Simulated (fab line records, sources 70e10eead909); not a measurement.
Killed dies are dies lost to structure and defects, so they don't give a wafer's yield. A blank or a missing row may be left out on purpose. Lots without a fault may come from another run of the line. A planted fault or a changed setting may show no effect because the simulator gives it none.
Chamber matching | flow nand_harc | NHARC_A_STAIRCASE_ETCHBACK_422 on rie_diel-11: 4 sister chambers
The step etches the open film in CH3F/O2, target depth 40 nm, time 74.286 s. 14 wafers are shown with their chamber, then 7 later ones without.

WAFERS WITH THEIR CHAMBER
wafer  | chamber | drypump_motor_current_A (A) | showerhead_plenum_p_Torr (Torr) | rf_vpp_V (V)
L075.4 | 2       | 6.4                         | 2.66                            | 247.4
L075.5 | 3       | 5.4                         | 2.32                            | 242.1
L075.6 | 2       | 6.4                         | 2.66                            | 246.9
L080.1 | 1       | 5.4                         | 2.52                            | 245.8
L080.2 | 3       | 5.4                         | 2.31                            | 242.0
L080.4 | 2       | 6.4                         | 2.65                            | 246.5
L081.2 | 1       | 5.5                         | 2.52                            | 245.9
L081.3 | 2       | 6.4                         | 2.65                            | 246.1
L081.4 | 0       | 5.5                         | 2.41                            | 241.5
L086.3 | 2       | 6.4                         | 2.64                            | 246.4
L086.5 | 0       | 5.5                         | 2.40                            | 243.0
L086.6 | 1       | 5.4                         | 2.51                            | 245.2
L094.1 | 2       | 6.4                         | 2.63                            | 247.0
L094.2 | 3       | 5.4                         | 2.29                            | 241.6

SIGNATURES (means of the wafers above)
reading                  | chamber 0 | chamber 1 | chamber 2 | chamber 3 | scatter within a chamber
drypump_motor_current_A  | 5.500     | 5.433     | 6.400     | 5.400     | 0.0258
showerhead_plenum_p_Torr | 2.4050    | 2.5167    | 2.6483    | 2.3067    | 0.0113
rf_vpp_V                 | 242.250   | 245.633   | 246.717   | 241.900   | 0.516
Rule: a wafer's distance from a chamber is the root of the sum, over the readings, of the square of ((its reading less the chamber's mean) divided by the reading's scatter). The wafer belongs to the nearest chamber; if the next one is less than 2 further off, it can't be placed. The scatter: the root of (the sum of the squares of (reading less its chamber's mean) over the shown wafers, divided by (wafers less chambers)).

WAFERS WITHOUT THEIR CHAMBER
wafer  | drypump_motor_current_A (A) | showerhead_plenum_p_Torr (Torr) | rf_vpp_V (V)
L094.3 | 5.4                         | 2.50                            | 244.0
L093.1 | 5.4                         | 2.50                            | 243.9
L093.2 | 5.4                         | 2.29                            | 242.4
L093.4 | 6.4                         | 2.63                            | 246.5
L096.2 | 6.4                         | 2.63                            | 246.2
L096.4 | 5.5                         | 2.39                            | 243.3
L096.6 | 5.4                         | 2.49                            | 245.7

WHICH CHAMBER EACH WENT THROUGH
wafer  | from the rows above | in truth
L094.3 | 1                   | 1
L093.1 | 1                   | 1
L093.2 | 3                   | 3
L093.4 | 2                   | 2
L096.2 | 2                   | 2
L096.4 | 0                   | 0
L096.6 | 1                   | 1
Placed correctly: 7 of 7. Can't be placed from these rows: 0. Placed wrongly: 0.
